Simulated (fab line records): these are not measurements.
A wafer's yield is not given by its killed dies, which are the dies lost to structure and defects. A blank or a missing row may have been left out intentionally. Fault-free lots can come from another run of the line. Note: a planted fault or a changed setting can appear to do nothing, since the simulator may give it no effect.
fab line records	flow nand_harc
record lots=13	wafers=38	last_day=33
route steps=1302 shown A_CHANNEL_FILL_D2@614 END@1302
lots that met no fault: taken from a fault-free run of the same line
start_h: hours from the record's first day to the start of the lot's first wafer shown	wait_h: hours since the lot's step before	" the same as in the row above	L1.1+2: a row that stands for several wafers	- either no value or no given start	* or withheld: withheld	< > ~ a bound
route shown NAME@n: names a module that has steps shown in the file, with the first one's number in the route	usual: mean/standard deviation of fault-free wafers	same: alike in all rows	chamber/n: place in a boat	sites: each site's reading	_std_site: standard deviation across them	_edge_site: mean of outer sites minus mean of inner sites	radius_mm: for every site, how far away it sits from the centre of the wafer	mask NAME#n: copy n	behind: the last tool/chamber to shape the wafer	hold: why the lot was held/for how many hours/how that ended	device: transistor that didn't switch, given as n, p or np	end of line: the same wafers' tests at the end of the route	a step given without rows: its recipe and nothing more	killed: at the first sort, the dies lost to defects and structure; wafer yield is something else	map: dies across one wafer; x = killed, . = not, _ = none there
set.NAME: the setting the step ran with; set.NAME@STEP: the setting that earlier step ran with	model.NAME: the simulator's own value behind a step, which no gauge read
steps of the route over a sample of lots; a table a step, a row a wafer
services: the hour from which a tool's chamber was out of use, counted from the record's first day as start_h (under 0 if before that day), plus the number of hours and why
## steps
# step NHARC_A_CHANNEL_FILL_D2_ALD_14
# recipe target_thk_a=25	pulse_time_s=10	ald_cycles=25	temp_c=300	material=SiO2
# usual heater_power_w=462/48	precursor_pulse_height_rel=1.002/0.019
lot.wafer	tool	chamber	start_h	wait_h	heater_power_w	precursor_pulse_height_rel
L580.3	ald_hk-03	3	317.83	0.1	496	1.028
L580.4	"	0	"	"	527	0.986
L580.5	"	1	"	"	483	1.005
L585.2	ald_hk-02	2	347.77	0.2	437	1.021
L585.1	"	3	"	"	492	1.006
L585.6	"	1	"	"	473	0.997
L588.3	ald_hk-03	0	389.91	0.0	528	1.006
L588.1	"	1	"	"	477	1.006
L588.4	"	2	"	"	496	1.009
L589.4	ald_hk-02	2	409.97	0.0	460	0.979
L589.2	"	1	"	"	434	1.016
L589.5	"	2	"	"	451	1.007
L591.3	ald_hk-03	2	414.16	0.1	487	1.007
L591.6	"	2	"	"	482	1.007
L593.3	ald_hk-02	1	455.15	0.0	434	1.013
L593.1	"	3	"	"	484	0.998
L593.4	"	0	"	"	523	0.994
L596.3	ald_hk-01	1	469.21	0.0	381	1.009
L596.4	"	0	"	"	415	1.011
L596.5	"	2	"	"	411	1.009
L598.2	ald_hk-03	2	479.07	0.6	485	0.979
L598.1	"	0	"	"	496	0.998
L598.6	"	2	"	"	485	1.020
L599.1	ald_hk-03	1	488.52	1.4	447	1.009
L599.5	"	3	"	"	505	1.030
L599.6	"	0	"	"	506	0.996
L601.3	ald_hk-01	0	514.52	0.2	415	1.030
L601.1	"	3	"	"	378	1.023
L601.5	"	1	"	"	391	1.002
L600.4	ald_hk-03	3	514.52	0.2	501	1.023
L600.1	"	1	"	"	453	0.978
L600.6	"	2	"	"	483	1.020
L602.2	ald_hk-02	2	518.57	0.0	452	0.999
L602.4	"	3	"	"	488	0.994
L602.1	"	1	"	"	430	0.996
L603.1	ald_hk-03	3	536.85	0.0	512	0.972
L603.4	"	0	"	"	502	1.017
L603.6	"	3	"	"	497	0.992
# step NHARC_A_CHANNEL_FILL_D2_ALD_25
# recipe target_thk_a=600	pulse_time_s=10	ald_cycles=600	temp_c=300	material=SiOx
# usual heater_power_w=455/50	precursor_pulse_height_rel=0.998/0.019
lot.wafer	tool	chamber	start_h	wait_h	heater_power_w	precursor_pulse_height_rel
L580.3	ald_hk-03	2	347.32	0.1	501	1.000
L580.4	"	0	348.56	1.3	520	1.017
L580.5	"	3	350.42	3.2	487	1.034
L585.2	ald_hk-02	3	381.76	2.5	477	0.979
L585.1	"	0	383.00	3.8	535	1.001
L585.6	"	2	385.48	6.3	439	0.978
L588.1	ald_hk-02	2	421.28	0.1	452	1.042
L588.3	"	0	422.51	1.3	526	0.995
L588.4	"	1	"	"	436	1.024
L589.4	ald_hk-02	0	441.67	0.7	525	1.007
L589.2	"	1	"	"	433	1.014
L589.5	"	0	444.18	3.2	512	0.943
L591.3	ald_hk-03	3	442.86	1.9	500	0.986
L591.6	"	0	"	"	512	1.020
L593.3	ald_hk-03	3	485.36	0.7	511	1.035
L593.4	"	0	"	"	514	1.014
L593.1	"	1	"	"	447	1.002
L596.3	ald_hk-03	2	499.08	0.0	490	1.008
L596.4	"	3	"	"	504	1.013
L596.5	"	3	502.17	3.1	506	1.005
L598.2	ald_hk-03	1	511.37	0.7	462	0.973
L598.1	"	3	512.62	1.9	505	0.984
L598.6	"	1	513.86	3.2	447	0.988
L599.1	ald_hk-03	3	519.79	1.3	506	0.987
L599.6	"	1	521.02	2.5	453	0.966
L599.5	"	2	"	"	489	1.029
L600.4	ald_hk-02	0	545.56	0.0	511	0.969
L600.1	"	1	"	"	461	1.002
L600.6	"	1	548.66	3.1	471	0.940
L602.4	ald_hk-01	0	545.56	0.0	431	1.035
L602.1	"	2	546.79	1.3	444	1.026
L602.2	"	3	"	"	381	0.982
L601.3	ald_hk-03	1	547.76	2.3	445	1.016
L601.1	"	2	"	"	485	0.978
L601.5	"	0	549.63	4.1	515	0.990
L603.4	ald_hk-02	2	566.98	0.0	451	0.997
L603.1	"	3	"	"	519	0.996
L603.6	"	3	570.08	3.2	520	1.003
# step NHARC_A_CHANNEL_FILL_D2_ETCHBACK_08
# recipe target_depth_a=2200	time_s=110	c4f8_flow_sccm=20	ar_flow_sccm=withheld	rf_w=600	bias_w=300	chemistry=C4F8
# usual oes_product_au=0.98/0.034	rf_vpp_V=439.8/2	run_length_s=131.2/0.32
lot.wafer	tool	chamber	start_h	wait_h	oes_product_au	rf_hours_counter_h	rf_vpp_V	run_length_s
L580.4	rie_diel-08	3	352.92	-	0.90	4	444.4	131.1
L580.3	"	0	"	"	0.91	4	436.7	131.7
L580.5	"	2	"	"	0.91	-	438.9	130.7
L585.1	rie_diel-08	1	388.58	-	1.01	0	436.4	131.6
L585.2	"	3	"	"	0.99	0	445.3	131.3
L585.6	"	1	"	"	1.01	-	437.7	131.3
L588.1	rie_diel-11	2	426.81	-	0.99	5	440.8	131.0
L588.3	"	0	"	"	1.00	5	439.6	149.6
L588.4	"	1	"	"	0.99	4	442.3	131.3
L591.3	rie_diel-11	2	446.56	-	1.00	0	440.9	149.9
L591.6	"	0	"	"	1.01	-	438.6	130.6
L589.2	rie_diel-11	2	446.67	-	0.99	0	439.2	149.7
L589.4	"	3	"	"	1.01	0	438.3	131.2
L589.5	"	3	"	"	1.01	-	437.8	131.3
L593.3	rie_diel-08	1	490.30	-	1.01	4	438.0	131.3
L593.1	"	3	"	"	0.97	4	443.7	131.6
L593.4	"	0	"	"	0.97	4	436.4	131.3
L596.4	rie_diel-11	1	504.68	-	1.00	1	441.0	131.7
L596.3	"	2	"	"	1.01	1	440.0	130.8
L596.5	"	0	"	"	1.02	-	441.4	131.0
L598.2	rie_diel-11	0	516.33	-	0.93	1	441.8	130.9
L598.1	"	1	"	"	0.91	1	442.2	131.2
L598.6	"	0	"	"	0.93	-	438.7	130.9
L599.1	rie_diel-11	1	524.10	-	0.99	2	443.7	131.3
L599.5	"	1	"	"	0.99	-	441.4	131.5
L599.6	"	2	"	"	1.00	-	438.9	131.0
L602.2	rie_diel-11	2	551.11	-	1.00	2	440.8	131.2
L602.1	"	3	"	"	1.00	2	438.2	131.2
L602.4	"	0	"	"	0.99	2	439.2	131.0
L600.1	rie_diel-12	3	551.19	-	0.98	17	442.7	131.2
L600.4	"	0	"	"	1.00	18	439.3	131.5
L600.6	"	3	"	"	0.98	-	440.9	131.2
L601.1	rie_diel-11	1	552.11	-	0.93	2	441.3	131.4
L601.3	"	2	"	"	0.94	2	440.2	131.1
L601.5	"	1	"	"	0.92	-	441.5	131.5
L603.4	rie_diel-11	2	572.57	-	1.00	3	438.3	131.5
L603.1	"	3	"	"	1.02	3	437.4	131.0
L603.6	"	1	"	"	0.98	-	442.8	131.5
# step NHARC_A_CHANNEL_FILL_D2_INSPECT_13
# usual raw_defect_count=392/120
lot.wafer	tool	chamber	start_h	wait_h	raw_defect_count
L580.3	defect_inspect-01	-	359.40	0.1	516
L580.4	"	-	"	"	433
L580.5	"	-	"	"	441
L585.1	defect_inspect-01	-	395.03	0.2	238
L585.2	"	-	"	"	454
L585.6	"	-	"	"	503
L588.1	defect_inspect-01	-	433.17	0.2	472
L588.3	"	-	"	"	506
L588.4	"	-	"	"	389
L591.3	defect_inspect-01	-	453.04	0.1	592
L591.6	"	-	"	"	409
L589.2	defect_inspect-02	-	453.05	0.1	653
L589.4	"	-	"	"	577
L589.5	"	-	"	"	528
L593.1	defect_inspect-02	-	496.66	0.2	473
L593.3	"	-	"	"	358
L593.4	"	-	"	"	428
L596.3	defect_inspect-01	-	511.00	0.1	414
L596.4	"	-	"	"	418
L596.5	"	-	"	"	336
L598.1	defect_inspect-01	-	522.66	0.2	403
L598.2	"	-	"	"	347
L598.6	"	-	"	"	341
L599.1	defect_inspect-02	-	530.53	0.2	263
L599.5	"	-	"	"	369
L599.6	"	-	"	"	376
L600.1	defect_inspect-01	-	557.64	0.2	306
L600.4	"	-	"	"	313
L600.6	"	-	"	"	341
L602.1	defect_inspect-02	-	557.64	0.2	258
L602.2	"	-	"	"	426
L602.4	"	-	"	"	280
L601.1	defect_inspect-02	-	557.82	0.2	276
L601.3	"	-	"	"	285
L601.5	"	-	"	"	467
L603.1	defect_inspect-02	-	578.89	0.2	251
L603.4	"	-	"	"	268
L603.6	"	-	"	"	292
# step NHARC_END_SORT_01
# recipe temp_c=25
# usual killed_at_array=59/17	killed_at_other=0.9/1.6	killed_at_periphery=3.7/2.3	killed_dies=64/17	killed_open=3.3/1.8	killed_short=2.4/1.6
# same gross_dies=677
lot.wafer	tool	chamber	start_h	wait_h	killed_at_array	killed_at_other	killed_at_periphery	killed_dies	killed_open	killed_short
L598.1	prober-01	0	729.94	2.5	76	5	3	84	3	4
L598.2	prober-01	0	730.74	2.8	64	4	4	72	2	4
L598.6	prober-01	0	733.96	4.0	83	0	4	87	4	2
# killed by level:class
L598.1 A_CHANNEL_HOLE_D1:chamber_film_flake=32 A_CHANNEL_HOLE_D2:chamber_film_flake=25 A_CONTACT:chamber_film_flake=7 THIN_TSV:chamber_film_flake=5 A_SLIT:chamber_film_flake=2 A_DECK1_JOINT:chamber_film_flake=2 P_M0:geometric_particle:short=1 A_DECK1_JOINT:geometric_particle:short=1
L598.2 A_CHANNEL_HOLE_D1:chamber_film_flake=22 A_CHANNEL_HOLE_D2:chamber_film_flake=20 A_CONTACT:chamber_film_flake=10 THIN_TSV:chamber_film_flake=4 A_DECK1_JOINT:geometric_particle:short=2 P_M1:chamber_film_flake=2 A_SLIT:chamber_film_flake=2 A_CHANNEL_FILL_D2:chamber_film_flake=2
L598.6 A_CHANNEL_HOLE_D1:chamber_film_flake=38 A_CHANNEL_HOLE_D2:chamber_film_flake=21 A_CONTACT:chamber_film_flake=16 A_SLIT:chamber_film_flake=3 P_M1:chamber_film_flake=2 P_CONTACT:geometric_particle:short=1 A_ONON_D2:geometric_particle:open=1 A_CHANNEL_FILL_D2:geometric_particle:open=1
## services
tool	chamber	start_h	hours	kind
rie_diel-12	1	303.13	10.8	repair
rie_diel-12	-	337.04	2.0	repair
ald_hk-02	-	342.46	1.2	repair
rie_diel-08	2	342.64	1.7	repair
ald_hk-02	-	350.04	10.0	pm
rie_diel-12	0	352.12	11.8	repair
rie_diel-12	-	355.27	22.6	repair
rie_diel-11	2	360.51	2.0	repair
rie_diel-08	3	362.47	2.1	repair
rie_diel-11	1	365.81	7.9	repair
rie_diel-08	-	367.80	9.0	pm
ald_hk-03	-	392.01	10.0	pm
rie_diel-08	2	426.16	5.3	repair
rie_diel-11	-	432.51	9.0	pm
rie_diel-12	-	445.40	9.0	pm
rie_diel-12	2	463.11	4.9	repair
rie_diel-08	0	475.59	7.6	repair
rie_diel-12	3	476.28	8.0	repair
rie_diel-12	2	495.22	12.4	repair
ald_hk-02	-	522.51	1.1	repair
ald_hk-02	-	528.04	10.0	pm
rie_diel-08	-	544.80	9.0	pm
rie_diel-11	2	557.73	3.9	repair
ald_hk-03	-	570.01	10.0	pm
## key
first_sign step=NHARC_A_CHANNEL_FILL_D2_ETCHBACK_08	reading=run_length_s	direction=up	sigmas=59	usual=*	struck=*
effect none on later readings
met_at NHARC_A_CHANNEL_FILL_D2_ETCHBACK_08
struck_lots L588,L589,L591
struck_wafers L588.3,L589.2,L591.3
tester_left_out L588,L589,L591
not_acting_at NHARC_A_CHANNEL_FILL_D2_ALD_14,NHARC_A_CHANNEL_FILL_D2_ALD_25,NHARC_A_CHANNEL_FILL_D2_INSPECT_13
fault kind=process_parameter_drift	tool=rie_diel-11	chamber=-	onset_h=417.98	steps=NHARC_A_CHANNEL_FILL_D2_ETCHBACK_08	channel=time_s	offset=*	shape=step	end_h=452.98	scope=struck_wafers_only	acts_in=*	stated=*
# tester_left_out: of these lots the tester's yield and bins aren't shown, on N5 and GAA mostly nor the transistor test; their killed dies are dies lost to structure and defects alone, not to doping, threshold or leakage, so they don't give the yield
